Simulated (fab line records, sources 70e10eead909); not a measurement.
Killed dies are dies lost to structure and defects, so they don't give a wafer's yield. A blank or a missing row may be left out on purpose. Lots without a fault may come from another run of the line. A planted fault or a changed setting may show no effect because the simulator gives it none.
Problem report in the 8D (eight disciplines) form, filled by code | flow nand_harc | the parts of the form that need people (team, actions taken, sign-off) are left out

1. THE PROBLEM
killed_dies at NHARC_END_SORT_01 reads a mean of 677 on 6 wafers of 2 lots; wafers without a fault read 58 with a standard deviation of 20. That is +31 standard deviations from the usual mean.
First seen on wafer L299.2, day 28 12:41, on prober-02. The record holds 6 wafers of 2 lots with a number at this step. Rule for "out", or "out of limits": more than 4 standard deviations from the usual mean. The other wafers with a number count as sound.

2. WHAT IT IS AND WHAT IT IS NOT
question                    | is                           | is not
which readings at this step | killed_dies, killed_at_array | killed_at_other, killed_open, killed_short
which lots                  | L299, L300                   | -
which wafers of those lots  | all that have a number       | -
read on which gauges        | prober-02                    | -
when                        | from day 28 12:41            | up to then (0 sound wafers)

3. SUSPECTS, AND WHAT RULES EACH OUT
Counting: a tool at a process step up to the reading stays a suspect if it ran every lot that is out and no sound lot after the first of them.
- the gauge at NHARC_END_SORT_01: ruled out. All the wafers that are out were read on prober-02, but those of them that NHARC_A_STAIRCASE_ETCH_188 has rows for are out there too, on other tools.
- rie_diel-01 at NHARC_A_STAIRCASE_ETCH_188 (etches the open film in C4F8/O2, target depth 100 nm, time 40.5 s): kept. It ran every lot that is out, first L299 (day 20 07:52), and no sound lot after that. Its own readings are out on those wafers: oes_product_au, rf_fwd_power_W.
- rie_diel-01 at NHARC_A_STAIRCASE_ETCH_190 (etches the open film in C4F8/O2, target depth 100 nm, time 40.5 s): kept. It ran every lot that is out, first L299 (day 28 12:41), and no sound lot after that. NHARC_A_STAIRCASE_ETCH_190 gives no start for some lots, so the hours and the order of its lots are those of NHARC_END_SORT_01.
- rie_diel-01 at NHARC_A_STAIRCASE_TRIM_191 (chemistry O2, time 211.2 s): kept. It ran every lot that is out, first L299 (day 28 12:41), and no sound lot after that. NHARC_A_STAIRCASE_TRIM_191 gives no start for some lots, so the hours and the order of its lots are those of NHARC_END_SORT_01.
- rie_diel-01 at NHARC_A_STAIRCASE_ETCH_192 (etches the open film in C4F8/O2, target depth 100 nm, time 40.5 s): kept. It ran every lot that is out, first L299 (day 28 12:41), and no sound lot after that. NHARC_A_STAIRCASE_ETCH_192 gives no start for some lots, so the hours and the order of its lots are those of NHARC_END_SORT_01.
Left after counting: rie_diel-01 at NHARC_A_STAIRCASE_ETCH_188, rie_diel-01 at NHARC_A_STAIRCASE_ETCH_190, rie_diel-01 at NHARC_A_STAIRCASE_TRIM_191, rie_diel-01 at NHARC_A_STAIRCASE_ETCH_192.

4. THE CAUSE (what the simulator had put in)
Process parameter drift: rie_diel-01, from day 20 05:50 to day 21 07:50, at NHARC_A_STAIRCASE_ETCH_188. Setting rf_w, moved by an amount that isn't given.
Counting left 4 suspects, and this tool is among them.

5. THE CHAIN OF EFFECTS, in route order
Each row: a reading whose mean over the struck wafers that have a number lies more than 3 standard deviations from the usual. Only readings for which the record gives a usual standard deviation are gone through. hours: the time from each lot's start at the first step in this table that gives one to its start at this step, as a median over the lots. sigmas: the change in usual standard deviations.
hours | step                       | reading         | usual      | on struck wafers | change | sigmas
0     | NHARC_A_STAIRCASE_ETCH_188 | oes_product_au  | 0.943 a.u. | 1.174            | +0.231 | +16
0     | NHARC_A_STAIRCASE_ETCH_188 | rf_fwd_power_W  | 592 W      | 832              | +240   | +80
203   | NHARC_END_SORT_01          | killed_at_array | 54         | 671              | +617   | +29
203   | NHARC_END_SORT_01          | killed_dies     | 58         | 677              | +619   | +31
The process steps in it:
- NHARC_A_STAIRCASE_ETCH_188: etches the open film in C4F8/O2, target depth 100 nm, time 40.5 s.

6. WHAT WOULD HAVE CAUGHT IT SOONER
In this record the first reading out of limits at a measuring or inspecting step was taken at day 28 12:41, 199 hours after the fault began at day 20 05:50.
The tool's own readings at NHARC_A_STAIRCASE_ETCH_188 were out on every struck wafer that the step has a row for (oes_product_au, rf_fwd_power_W): an alarm limit on them would have fired on the first of those.
All the lots that are out (2) had begun NHARC_A_STAIRCASE_ETCH_188 on rie_diel-01 by day 28 12:41. A hold on the tool at that time would have spared none of them.
